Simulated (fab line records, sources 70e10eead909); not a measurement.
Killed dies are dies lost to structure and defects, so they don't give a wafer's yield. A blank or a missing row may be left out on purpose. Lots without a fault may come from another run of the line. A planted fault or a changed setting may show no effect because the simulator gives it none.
Which tool did it? | flow nand_harc | 15 lots, 45 wafers sampled, at 4 steps of a route of 1302

WHAT THE GAUGES READ, wafer by wafer
The record holds no reading of a measuring or inspecting step that can be judged against a usual standard deviation.

WHICH TOOL RAN EACH LOT (tool, then ch and the chambers of the sampled wafers, then the start)
lot  | NHARC_P_CONTACT_DESCUM_17          | NHARC_P_CONTACT_ETCH_18                       | NHARC_P_CONTACT_STRIP_28           | NHARC_P_CONTACT_ALD_22
L998 | rie_diel-05 ch 0,1,2, day 5 22:35  | rie_diel-05 ch 0,1,2, day 5 23:33 or earlier  | rie_diel-02 ch 1,2,3, day 5 23:33  | ald_metal-02 ch 0,1,2, day 6 00:27
L999 | rie_diel-02 ch 0,2, day 6 08:25    | rie_diel-02 ch 0,1, day 6 09:22 or earlier    | rie_diel-05 ch 2,3, day 6 09:22    | ald_metal-01 ch 2,3, day 6 10:17
L100 | rie_diel-03 ch 1,2, day 6 16:30    | rie_diel-03 ch 0,2,3, day 6 17:27 or earlier  | rie_diel-02 ch 0,1, day 6 17:27    | ald_metal-04 ch 0,1,3, day 6 18:22
L101 | rie_diel-05 ch 0,1,3, day 7 01:17  | rie_diel-05 ch 0,1, day 7 02:21 or earlier    | rie_diel-03 ch 1,2, day 7 02:21    | ald_metal-01 ch 0,3, day 7 03:13
L102 | rie_diel-03 ch 1,2,3, day 7 18:26  | rie_diel-03 ch 1,2,3, day 7 19:23 or earlier  | rie_diel-03 ch 1,2, day 7 19:23    | ald_metal-04 ch 1,2,3, day 7 20:23
L104 | rie_diel-02 ch 0,1,3, day 8 09:13  | rie_diel-02 ch 1,2,3, day 8 10:09 or earlier  | rie_diel-03 ch 0,1,2, day 8 10:09  | ald_metal-04 ch 0,1,3, day 8 11:06
L105 | rie_diel-05 ch 1,2,3, day 8 21:53  | rie_diel-05 ch 0,3, day 8 22:50 or earlier    | rie_diel-02 ch 1,2,3, day 8 22:50  | ald_metal-01 ch 0,1, day 8 23:45
L107 | rie_diel-05 ch 0,2, day 9 12:48    | rie_diel-05 ch 1,2, day 9 13:45 or earlier    | rie_diel-03 ch 1,2,3, day 9 13:45  | ald_metal-02 ch 0,1, day 9 14:37
L110 | rie_diel-03 ch 0,1,2, day 11 04:41 | rie_diel-03 ch 0,1,2, day 11 05:37 or earlier | rie_diel-02 ch 1,2,3, day 11 05:37 | ald_metal-04 ch 0,1,2, day 11 06:32
L111 | rie_diel-05 ch 1,2,3, day 11 09:05 | rie_diel-05 ch 0,1, day 11 10:02 or earlier   | rie_diel-03 ch 0,1, day 11 10:02   | ald_metal-02 ch 1,2, day 11 10:55
L112 | rie_diel-05 ch 0,1,2, day 12 01:12 | rie_diel-05 ch 0,3, day 12 02:10 or earlier   | rie_diel-03 ch 0,1,3, day 12 02:10 | ald_metal-02 ch 0,1, day 12 03:00
L117 | rie_diel-02 ch 0,1,2, day 13 20:38 | rie_diel-02 ch 0,1,2, day 13 21:34 or earlier | rie_diel-03 ch 0,1,3, day 13 21:34 | ald_metal-02 ch 0,2,3, day 13 22:30
L118 | rie_diel-02 ch 0,2, day 14 03:26   | rie_diel-02 ch 0,1,2, day 14 04:24 or earlier | rie_diel-05 ch 0,2,3, day 14 04:24 | ald_metal-04 ch 0,1, day 14 05:18
L120 | rie_diel-03 ch 0,1,2, day 15 09:52 | rie_diel-03 ch 2,3, day 15 10:49 or earlier   | rie_diel-02 ch 0,1, day 15 10:49   | ald_metal-04 ch 1,3, day 15 11:41
L121 | rie_diel-03 ch 0,1, day 15 18:07   | rie_diel-03 ch 2,3, day 15 19:06 or earlier   | rie_diel-05 ch 0,1,3, day 15 19:06 | ald_metal-04 ch 0,2,3, day 15 19:59
- NHARC_P_CONTACT_DESCUM_17: chemistry O2, time 3 s.
- NHARC_P_CONTACT_ETCH_18: etches the open film in C4F8/O2/Ar, target depth 481 nm, time 240.5 s.
- NHARC_P_CONTACT_STRIP_28: strips in O2.
- NHARC_P_CONTACT_ALD_22: deposits TiN, target thk 3 nm, pulse time 1 s, ald cycles 150.

WHAT THE TOOLS THEMSELVES READ (means of the sampled wafers that have a number; where no wafer has one, the mark that the record gives instead)
NHARC_P_CONTACT_DESCUM_17. Usual: drypump_motor_current_A 5.7 A, standard deviation 0.53; oes_product_au 1.002 a.u., standard deviation 0.0096; rf_vpp_V 57.7 V, standard deviation 0.88; showerhead_plenum_p_Torr 1.90 Torr, standard deviation 0.094; throttle_valve_pct 11.312 %, standard deviation 0.0097.
lot  | tool        | drypump_motor_current_A (A) | oes_product_au (a.u.) | rf_vpp_V (V) | showerhead_plenum_p_Torr (Torr) | throttle_valve_pct (%) | flag
L998 | rie_diel-05 | 5.4                         | 1.010                 | 57.5         | 1.84                            | 11.313                 |
L999 | rie_diel-02 | 6.3                         | 0.998                 | 56.9         | 1.81                            | 11.302                 |
L100 | rie_diel-03 | 5.6                         | 0.996                 | 57.6         | 1.88                            | 11.319                 |
L101 | rie_diel-05 | 5.4                         | 1.002                 | 57.8         | 1.87                            | 11.299                 |
L102 | rie_diel-03 | 5.8                         | 0.986                 | 58.0         | 1.94                            | 11.309                 |
L104 | rie_diel-02 | 5.6                         | 1.004                 | 57.9         | 1.95                            | 11.311                 |
L105 | rie_diel-05 | 5.7                         | 0.998                 | 57.4         | 1.86                            | 11.312                 |
L107 | rie_diel-05 | 5.5                         | 0.991                 | 57.8         | 1.84                            | 11.317                 |
L110 | rie_diel-03 | 5.8                         | 1.000                 | 56.9         | 1.86                            | 11.311                 |
L111 | rie_diel-05 | 5.7                         | 0.993                 | 58.2         | 1.85                            | 11.302                 |
L112 | rie_diel-05 | 5.4                         | 1.007                 | 57.1         | 1.84                            | 11.314                 |
L117 | rie_diel-02 | 6.2                         | 1.017                 | 57.7         | 1.87                            | 11.304                 |
L118 | rie_diel-02 | 6.3                         | 1.004                 | 57.2         | 1.79                            | 11.306                 |
L120 | rie_diel-03 | 5.8                         | 1.008                 | 58.3         | 1.86                            | 11.319                 |
L121 | rie_diel-03 | 6.1                         | 1.001                 | 57.2         | 1.87                            | 11.314                 |

NHARC_P_CONTACT_ETCH_18. Usual: oes_product_au 0.958 a.u., standard deviation 0.019; rf_vpp_V 977 V, standard deviation 6.6.
lot  | tool        | oes_product_au (a.u.) | rf_vpp_V (V) | flag
L998 | rie_diel-05 | 0.952                 | 974          |
L999 | rie_diel-02 | 0.975                 | 974          |
L100 | rie_diel-03 | 0.974                 | 978          |
L101 | rie_diel-05 | 0.956                 | 974          |
L102 | rie_diel-03 | 0.917                 | 981          |
L104 | rie_diel-02 | 0.966                 | 981          |
L105 | rie_diel-05 | 0.925                 | 976          |
L107 | rie_diel-05 | 0.951                 | 973          |
L110 | rie_diel-03 | 0.948                 | 974          |
L111 | rie_diel-05 | 0.964                 | 973          |
L112 | rie_diel-05 | 0.923                 | 977          |
L117 | rie_diel-02 | 0.968                 | 975          |
L118 | rie_diel-02 | 0.972                 | 974          |
L120 | rie_diel-03 | 0.956                 | 985          |
L121 | rie_diel-03 | 0.966                 | 984          |

NHARC_P_CONTACT_STRIP_28. Usual: drypump_motor_current_A 5.7 A, standard deviation 0.52; oes_product_au 1.001 a.u., standard deviation 0.0088; rf_vpp_V 57.7 V, standard deviation 0.9; showerhead_plenum_p_Torr 3.50 Torr, standard deviation 0.16; throttle_valve_pct 17.036 %, standard deviation 0.0089.
lot  | tool        | drypump_motor_current_A (A) | oes_product_au (a.u.) | rf_vpp_V (V) | showerhead_plenum_p_Torr (Torr) | throttle_valve_pct (%) | flag
L998 | rie_diel-02 | 5.7                         | 1.004                 | 56.6         | 3.62                            | 17.039                 |
L999 | rie_diel-05 | 5.8                         | 1.007                 | 57.7         | 3.47                            | 17.040                 |
L100 | rie_diel-02 | 6.1                         | 1.008                 | 57.7         | 3.57                            | 17.031                 |
L101 | rie_diel-03 | 5.6                         | 0.996                 | 56.9         | 3.47                            | 17.042                 |
L102 | rie_diel-03 | 5.6                         | 1.006                 | 57.0         | 3.47                            | 17.033                 |
L104 | rie_diel-03 | 5.8                         | 0.993                 | 57.3         | 3.44                            | 17.028                 |
L105 | rie_diel-02 | 5.7                         | 1.004                 | 57.9         | 3.61                            | 17.038                 |
L107 | rie_diel-03 | 5.8                         | 1.000                 | 57.6         | 3.58                            | 17.035                 |
L110 | rie_diel-02 | 5.7                         | 1.011                 | 58.2         | 3.61                            | 17.034                 |
L111 | rie_diel-03 | 6.1                         | 1.005                 | 58.2         | 3.46                            | 17.034                 |
L112 | rie_diel-03 | 6.0                         | 1.000                 | 58.1         | 3.55                            | 17.044                 |
L117 | rie_diel-03 | 6.0                         | 0.994                 | 58.0         | 3.55                            | 17.038                 |
L118 | rie_diel-05 | 5.5                         | 0.992                 | 58.0         | 3.44                            | 17.039                 |
L120 | rie_diel-02 | 6.2                         | 1.015                 | 57.2         | 3.43                            | 17.048                 |
L121 | rie_diel-05 | 5.4                         | 0.997                 | 57.3         | 3.45                            | 17.034                 |

NHARC_P_CONTACT_ALD_22. Usual: heater_power_outer_w 684 W, standard deviation 61; heater_power_w 1078 W, standard deviation 110; precursor_pulse_height_rel 0.998, standard deviation 0.02.
lot  | tool         | heater_power_outer_w (W) | heater_power_w (W) | precursor_pulse_height_rel | flag
L998 | ald_metal-02 | 685                      | 1095               | 0.994                      |
L999 | ald_metal-01 | 686                      | 1130               | 1.010                      |
L100 | ald_metal-04 | 652                      | 1086               | 1.013                      |
L101 | ald_metal-01 | 736                      | 1170               | 0.987                      |
L102 | ald_metal-04 | 641                      | 1058               | 1.020                      |
L104 | ald_metal-04 | 661                      | 1085               | 1.013                      |
L105 | ald_metal-01 | 809                      | 1220               | 0.975                      |
L107 | ald_metal-02 | 691                      | 1026               | 1.010                      |
L110 | ald_metal-04 | -                        | -                  | -                          | OFF
L111 | ald_metal-02 | -                        | -                  | -                          | OFF
L112 | ald_metal-02 | -                        | -                  | -                          | OFF
L117 | ald_metal-02 | 654                      | 997                | 0.994                      |
L118 | ald_metal-04 | 653                      | 1084               | 0.992                      |
L120 | ald_metal-04 | 644                      | 1083               | 0.978                      |
L121 | ald_metal-04 | 670                      | 1088               | 1.003                      |

THE ANSWER, worked out from the rows above alone
Rule: a lot is off if the mean of its wafers that have a number lies more than 3 standard deviations from the usual mean. A lot without any number at a reading at which 4 lots or more have one is off too. The other lots that the step has rows for count as sound. The gauges are gone through in route order, then the tools' own readings, and for those a lot's mean is taken as printed above. The first step at which some lot is off is used, and at that step the reading that is off furthest; a lot without a number counts as furthest.
Off: L110, L111, L112, at NHARC_P_CONTACT_ALD_22 (heater_power_outer_w). Without a number there: L110, L111, L112.
A tool fits if, at that step or a process step before it, it ran every lot that is off, and no sound lot after the first of them. NHARC_P_CONTACT_ETCH_18 gives no start for some lots, so the hours and the order of its lots are those of NHARC_P_CONTACT_STRIP_28. None of those tried fits.

WHAT THE SIMULATOR HAD PUT IN
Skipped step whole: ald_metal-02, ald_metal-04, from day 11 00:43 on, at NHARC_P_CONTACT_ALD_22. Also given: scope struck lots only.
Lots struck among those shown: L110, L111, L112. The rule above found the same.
